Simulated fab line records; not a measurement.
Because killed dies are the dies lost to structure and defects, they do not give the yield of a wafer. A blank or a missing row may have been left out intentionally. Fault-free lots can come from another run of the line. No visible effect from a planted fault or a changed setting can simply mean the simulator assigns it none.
Which tool is to blame? :: flow nand harc :: 12 lots, 36 wafers sampled, at 5 steps of a route of 1159

== WHAT THE GAUGES READ, wafer by wafer ==
NHARC_A_STAIRCASE_INSPECT_155. Usual: raw defect count reads 327 (standard deviation 120).
lot: L598
measured: day 13 15:16
on: defect inspect-01
raw defect count: 612 658 538
flag: 

lot: L599
measured: day 13 15:28
on: defect inspect-01
raw defect count: 526 400 646
flag: 

lot: L600
measured: day 14 04:23
on: defect inspect-01
raw defect count: 304 338 269
flag: 

lot: L604
measured: day 15 05:07
on: defect inspect-01
raw defect count: 288 254 253
flag: 

lot: L607
measured: day 16 03:01
on: defect inspect-01
raw defect count: 256 277 262
flag: 

lot: L608
measured: day 16 09:13
on: defect inspect-02
raw defect count: 160 230 317
flag: 

lot: L612
measured: day 16 19:31
on: defect inspect-01
raw defect count: 192 210 272
flag: 

lot: L609
measured: day 16 19:44
on: defect inspect-01
raw defect count: 373 827 415
flag: 

lot: L616
measured: day 18 12:59
on: defect inspect-01
raw defect count: 479 396 338
flag: 

lot: L615
measured: day 18 13:19
on: defect inspect-02
raw defect count: 205 293 292
flag: 

lot: L621
measured: day 19 04:11
on: defect inspect-02
raw defect count: 357 425 301
flag: 

lot: L620
measured: day 19 06:09
on: defect inspect-01
raw defect count: 220 230 277
flag: 

NHARC_END_SORT_01. Usual: killed at array 27, standard deviation 10; killed at other 0.6, standard deviation 1; killed at periphery 3.4, standard deviation 2.7; killed dies 31, standard deviation 9.7; killed open 3.4, standard deviation 1.7; killed short 2.2, standard deviation 1.5.
lot: L608
measured: day 22 07:11
on: prober-01
killed at array: 149 12 231
killed at other: 3 4 0
killed at periphery: 4 5 6
killed dies: 156 21 237
killed open: 2 3 7
killed short: 2 3 2
flag: OFF

== EACH LOT AND THE TOOL THAT RAN IT (in order: tool; ch and the chambers of the sampled wafers; start) ==
lot: L598
NHARC_A_SGD_CUT_STRIP_17: rie diel-04 ch 0,2,3, day 13 22:25 or earlier
NHARC_A_SGD_CUT_ETCHBACK_24: rie diel-04 ch 0,1,2, day 13 22:25
NHARC_A_SGD_CUT_STRIP_28: rie diel-04 ch 0,2,3, no start

lot: L599
NHARC_A_SGD_CUT_STRIP_17: rie diel-07 ch 0,1,3, day 13 22:25 or earlier
NHARC_A_SGD_CUT_ETCHBACK_24: rie diel-13 ch 0,1,2, day 13 22:25
NHARC_A_SGD_CUT_STRIP_28: rie diel-13 ch 1,2,3, no start

lot: L600
NHARC_A_SGD_CUT_STRIP_17: rie diel-04 ch 0,2,3, day 14 12:03 or earlier
NHARC_A_SGD_CUT_ETCHBACK_24: rie diel-07 ch 0,1,3, day 14 12:03
NHARC_A_SGD_CUT_STRIP_28: rie diel-07 ch 0,1,2, no start

lot: L604
NHARC_A_SGD_CUT_STRIP_17: rie diel-07 ch 1,2,3, day 15 12:13 or earlier
NHARC_A_SGD_CUT_ETCHBACK_24: rie diel-07 ch 0,1,3, day 15 12:13
NHARC_A_SGD_CUT_STRIP_28: rie diel-07 ch 1,2,3, no start

lot: L607
NHARC_A_SGD_CUT_STRIP_17: rie diel-04 ch 0,1,3, day 16 12:50 or earlier
NHARC_A_SGD_CUT_ETCHBACK_24: rie diel-13 ch 0,2,3, day 16 12:50
NHARC_A_SGD_CUT_STRIP_28: rie diel-13 ch 1,2,3, no start

lot: L608
NHARC_A_SGD_CUT_STRIP_17: rie diel-13 ch 1,3, day 16 16:24 or earlier
NHARC_A_SGD_CUT_ETCHBACK_24: rie diel-07 ch 0,1, day 16 16:24
NHARC_A_SGD_CUT_STRIP_28: rie diel-07 ch 0,1,3, day 16 16:34

lot: L612
NHARC_A_SGD_CUT_STRIP_17: rie diel-13 ch 0,1,3, day 17 04:14 or earlier
NHARC_A_SGD_CUT_ETCHBACK_24: rie diel-04 ch 0,1, day 17 04:14
NHARC_A_SGD_CUT_STRIP_28: rie diel-04 ch 0,2, no start

lot: L609
NHARC_A_SGD_CUT_STRIP_17: rie diel-04 ch 0,1, day 17 04:14 or earlier
NHARC_A_SGD_CUT_ETCHBACK_24: rie diel-13 ch 0,1, day 17 04:14
NHARC_A_SGD_CUT_STRIP_28: rie diel-13 ch 0,1,2, day 17 04:23

lot: L616
NHARC_A_SGD_CUT_STRIP_17: rie diel-07 ch 0,1,3, day 18 19:59 or earlier
NHARC_A_SGD_CUT_ETCHBACK_24: rie diel-13 ch 1,2,3, day 18 19:59
NHARC_A_SGD_CUT_STRIP_28: rie diel-13 ch 1,3, no start

lot: L615
NHARC_A_SGD_CUT_STRIP_17: rie diel-13 ch 0,1, day 18 20:08 or earlier
NHARC_A_SGD_CUT_ETCHBACK_24: rie diel-04 ch 2,3, day 18 20:08
NHARC_A_SGD_CUT_STRIP_28: rie diel-04 ch 0,3, no start

lot: L621
NHARC_A_SGD_CUT_STRIP_17: rie diel-04 ch 0,2,3, day 19 11:05 or earlier
NHARC_A_SGD_CUT_ETCHBACK_24: rie diel-04 ch 0,1,3, day 19 11:05
NHARC_A_SGD_CUT_STRIP_28: rie diel-04 ch 0,2,3, no start

lot: L620
NHARC_A_SGD_CUT_STRIP_17: rie diel-04 ch 0,1,3, day 19 11:05 or earlier
NHARC_A_SGD_CUT_ETCHBACK_24: rie diel-13 ch 0,1,3, day 19 11:05
NHARC_A_SGD_CUT_STRIP_28: rie diel-13 ch 0,1,2, no start
- NHARC_A_SGD_CUT_STRIP_17: strips in O2.
- NHARC_A_SGD_CUT_ETCHBACK_24: etches the open film in CH3F/O2, target depth 50 nm, time 92.857 s.
- NHARC_A_SGD_CUT_STRIP_28: strips in O2, time 20 s.

== AS READ BY THE TOOLS THEMSELVES (means over the sampled wafers that have a number; for cases with no such wafer, the mark the record gives instead) ==
NHARC_A_SGD_CUT_STRIP_17. Usual: drypump motor current A 5.6 A, standard deviation 0.46; oes product au 0.999 a.u., standard deviation 0.0073; rf vpp V 57.8 V, standard deviation 0.8; showerhead plenum p Torr 3.53 Torr, standard deviation 0.14; throttle valve pct 17.037 %, standard deviation 0.0084.
lot: L598
tool: rie diel-04
drypump motor current A (A): 5.8
oes product au (a.u.): 0.994
rf vpp V (V): 57.6
showerhead plenum p Torr (Torr): 3.49
throttle valve pct (%): 17.033
flag: 

lot: L599
tool: rie diel-07
drypump motor current A (A): 5.3
oes product au (a.u.): 1.004
rf vpp V (V): 57.3
showerhead plenum p Torr (Torr): 3.53
throttle valve pct (%): 17.036
flag: 

lot: L600
tool: rie diel-04
drypump motor current A (A): 5.8
oes product au (a.u.): 1.000
rf vpp V (V): 58.5
showerhead plenum p Torr (Torr): 3.49
throttle valve pct (%): 17.035
flag: 

lot: L604
tool: rie diel-07
drypump motor current A (A): 5.6
oes product au (a.u.): 1.001
rf vpp V (V): 58.2
showerhead plenum p Torr (Torr): 3.59
throttle valve pct (%): 17.039
flag: 

lot: L607
tool: rie diel-04
drypump motor current A (A): 5.5
oes product au (a.u.): 1.005
rf vpp V (V): 57.9
showerhead plenum p Torr (Torr): 3.46
throttle valve pct (%): 17.038
flag: 

lot: L608
tool: rie diel-13
drypump motor current A (A): 5.9
oes product au (a.u.): 1.001
rf vpp V (V): 58.3
showerhead plenum p Torr (Torr): 3.59
throttle valve pct (%): 17.041
flag: 

lot: L612
tool: rie diel-13
drypump motor current A (A): 5.8
oes product au (a.u.): 0.998
rf vpp V (V): 57.9
showerhead plenum p Torr (Torr): 3.59
throttle valve pct (%): 17.048
flag: 

lot: L609
tool: rie diel-04
drypump motor current A (A): 5.1
oes product au (a.u.): 0.995
rf vpp V (V): 58.7
showerhead plenum p Torr (Torr): 3.54
throttle valve pct (%): 17.045
flag: 

lot: L616
tool: rie diel-07
drypump motor current A (A): 5.3
oes product au (a.u.): 1.002
rf vpp V (V): 57.4
showerhead plenum p Torr (Torr): 3.52
throttle valve pct (%): 17.043
flag: 

lot: L615
tool: rie diel-13
drypump motor current A (A): 5.7
oes product au (a.u.): 1.006
rf vpp V (V): 58.4
showerhead plenum p Torr (Torr): 3.58
throttle valve pct (%): 17.037
flag: 

lot: L621
tool: rie diel-04
drypump motor current A (A): 5.8
oes product au (a.u.): 0.990
rf vpp V (V): 57.8
showerhead plenum p Torr (Torr): 3.48
throttle valve pct (%): 17.047
flag: 

lot: L620
tool: rie diel-04
drypump motor current A (A): 5.4
oes product au (a.u.): 0.993
rf vpp V (V): 57.3
showerhead plenum p Torr (Torr): 3.45
throttle valve pct (%): 17.037
flag: 

NHARC_A_SGD_CUT_ETCHBACK_24. Usual: drypump motor current A 5.6 A, standard deviation 0.47; oes product au 0.97 a.u., standard deviation 0.037; rf vpp V 244.3 V, standard deviation 1.7; run length s 114.1 s, standard deviation 0.55; showerhead plenum p Torr 2.46 Torr, standard deviation 0.1; throttle valve pct 20.662 %, standard deviation 0.0088.
lot: L598
tool: rie diel-04
drypump motor current A (A): 5.4
oes product au (a.u.): 0.93
rf vpp V (V): 244.7
run length s (s): 114.4
showerhead plenum p Torr (Torr): 2.49
throttle valve pct (%): 20.668
flag: 

lot: L599
tool: rie diel-13
drypump motor current A (A): 5.6
oes product au (a.u.): 0.95
rf vpp V (V): 244.3
run length s (s): 114.1
showerhead plenum p Torr (Torr): 2.45
throttle valve pct (%): 20.671
flag: 

lot: L600
tool: rie diel-07
drypump motor current A (A): 5.2
oes product au (a.u.): 1.00
rf vpp V (V): 244.4
run length s (s): 113.7
showerhead plenum p Torr (Torr): 2.46
throttle valve pct (%): 20.663
flag: 

lot: L604
tool: rie diel-07
drypump motor current A (A): 5.2
oes product au (a.u.): 0.93
rf vpp V (V): 244.2
run length s (s): 113.9
showerhead plenum p Torr (Torr): 2.46
throttle valve pct (%): 20.666
flag: 

lot: L607
tool: rie diel-13
drypump motor current A (A): 5.6
oes product au (a.u.): 1.01
rf vpp V (V): 245.1
run length s (s): 114.5
showerhead plenum p Torr (Torr): 2.45
throttle valve pct (%): 20.652
flag: 

lot: L608
tool: rie diel-07
drypump motor current A (A): 5.2
oes product au (a.u.): 1.00
rf vpp V (V): 243.6
run length s (s): 100.6
showerhead plenum p Torr (Torr): 2.40
throttle valve pct (%): 20.666
flag: OFF

lot: L612
tool: rie diel-04
drypump motor current A (A): 5.2
oes product au (a.u.): 1.00
rf vpp V (V): 244.4
run length s (s): 114.4
showerhead plenum p Torr (Torr): 2.47
throttle valve pct (%): 20.661
flag: 

lot: L609
tool: rie diel-13
drypump motor current A (A): 5.7
oes product au (a.u.): 1.00
rf vpp V (V): 244.9
run length s (s): 113.6
showerhead plenum p Torr (Torr): 2.50
throttle valve pct (%): 20.663
flag: 

lot: L616
tool: rie diel-13
drypump motor current A (A): 5.7
oes product au (a.u.): 1.01
rf vpp V (V): 243.6
run length s (s): 114.1
showerhead plenum p Torr (Torr): 2.45
throttle valve pct (%): 20.661
flag: 

lot: L615
tool: rie diel-04
drypump motor current A (A): 6.0
oes product au (a.u.): 1.00
rf vpp V (V): 242.4
run length s (s): 113.8
showerhead plenum p Torr (Torr): 2.37
throttle valve pct (%): 20.657
flag: 

lot: L621
tool: rie diel-04
drypump motor current A (A): 5.4
oes product au (a.u.): 0.92
rf vpp V (V): 244.0
run length s (s): 114.4
showerhead plenum p Torr (Torr): 2.40
throttle valve pct (%): 20.664
flag: 

lot: L620
tool: rie diel-13
drypump motor current A (A): 5.8
oes product au (a.u.): 0.99
rf vpp V (V): 243.8
run length s (s): 113.9
showerhead plenum p Torr (Torr): 2.50
throttle valve pct (%): 20.658
flag: 

NHARC_A_SGD_CUT_STRIP_28. Usual: drypump motor current A 5.6 A, standard deviation 0.47; oes product au 0.999 a.u., standard deviation 0.0075; rf vpp V 57.8 V, standard deviation 0.84; showerhead plenum p Torr 3.53 Torr, standard deviation 0.14; throttle valve pct 17.036 %, standard deviation 0.0095.
lot: L598
tool: rie diel-04
drypump motor current A (A): 5.8
oes product au (a.u.): 1.001
rf vpp V (V): 58.2
showerhead plenum p Torr (Torr): 3.49
throttle valve pct (%): 17.032
flag: 

lot: L599
tool: rie diel-13
drypump motor current A (A): 5.7
oes product au (a.u.): 0.996
rf vpp V (V): 57.6
showerhead plenum p Torr (Torr): 3.52
throttle valve pct (%): 17.035
flag: 

lot: L600
tool: rie diel-07
drypump motor current A (A): 5.5
oes product au (a.u.): 0.996
rf vpp V (V): 58.7
showerhead plenum p Torr (Torr): 3.51
throttle valve pct (%): 17.043
flag: 

lot: L604
tool: rie diel-07
drypump motor current A (A): 5.6
oes product au (a.u.): 1.003
rf vpp V (V): 58.0
showerhead plenum p Torr (Torr): 3.59
throttle valve pct (%): 17.043
flag: 

lot: L607
tool: rie diel-13
drypump motor current A (A): 5.7
oes product au (a.u.): 0.998
rf vpp V (V): 58.2
showerhead plenum p Torr (Torr): 3.52
throttle valve pct (%): 17.032
flag: 

lot: L608
tool: rie diel-07
drypump motor current A (A): 5.2
oes product au (a.u.): 1.007
rf vpp V (V): 57.1
showerhead plenum p Torr (Torr): 3.52
throttle valve pct (%): 17.036
flag: 

lot: L612
tool: rie diel-04
drypump motor current A (A): 5.8
oes product au (a.u.): 1.001
rf vpp V (V): 57.9
showerhead plenum p Torr (Torr): 3.60
throttle valve pct (%): 17.033
flag: 

lot: L609
tool: rie diel-13
drypump motor current A (A): 5.5
oes product au (a.u.): 0.999
rf vpp V (V): 57.1
showerhead plenum p Torr (Torr): 3.51
throttle valve pct (%): 17.029
flag: 

lot: L616
tool: rie diel-13
drypump motor current A (A): 5.9
oes product au (a.u.): 1.005
rf vpp V (V): 58.2
showerhead plenum p Torr (Torr): 3.59
throttle valve pct (%): 17.032
flag: 

lot: L615
tool: rie diel-04
drypump motor current A (A): 5.5
oes product au (a.u.): 0.996
rf vpp V (V): 57.4
showerhead plenum p Torr (Torr): 3.45
throttle valve pct (%): 17.031
flag: 

lot: L621
tool: rie diel-04
drypump motor current A (A): 5.8
oes product au (a.u.): 0.988
rf vpp V (V): 57.8
showerhead plenum p Torr (Torr): 3.48
throttle valve pct (%): 17.034
flag: 

lot: L620
tool: rie diel-13
drypump motor current A (A): 5.5
oes product au (a.u.): 1.000
rf vpp V (V): 57.9
showerhead plenum p Torr (Torr): 3.51
throttle valve pct (%): 17.035
flag: 

== THE ANSWER, worked out from the rows above alone ==
Rule: a lot is off if the mean of its wafers that have a number lies more than 3 standard deviations from the usual mean. A lot without any number at a reading at which 4 lots or more have one is off too. Any other lot the step has rows for is counted as sound. The gauges are gone through in route order, then the tools' own readings, and for those a lot's mean is taken as printed above. The first step at which some lot is off is used, and at that step the reading that is off furthest; a lot without a number counts as furthest.
Off at NHARC_END_SORT_01 (killed dies): L608. Neither off nor sound, because the step has no rows for them: L598, L599, L600, L604, L607, L612, L609, L616, L615, L621, L620.
A tool fits if, at a process step before that reading, it ran every lot that is off, and no sound lot after the first of them. The gauges at NHARC_END_SORT_01 aren't tried: what is off there is off at NHARC_A_SGD_CUT_ETCHBACK_24 too, on other tools, and a gauge's error can't cause that. NHARC_A_SGD_CUT_STRIP_17 gives no start for some lots, so the hours and the order of its lots are those of NHARC_A_SGD_CUT_ETCHBACK_24. This does not decide it: 2 tools fit, namely rie diel-13 at NHARC_A_SGD_CUT_STRIP_17 and rie diel-07 at NHARC_A_SGD_CUT_ETCHBACK_24 and NHARC_A_SGD_CUT_STRIP_28.

== WHAT HAD BEEN PUT IN BY THE SIMULATOR ==
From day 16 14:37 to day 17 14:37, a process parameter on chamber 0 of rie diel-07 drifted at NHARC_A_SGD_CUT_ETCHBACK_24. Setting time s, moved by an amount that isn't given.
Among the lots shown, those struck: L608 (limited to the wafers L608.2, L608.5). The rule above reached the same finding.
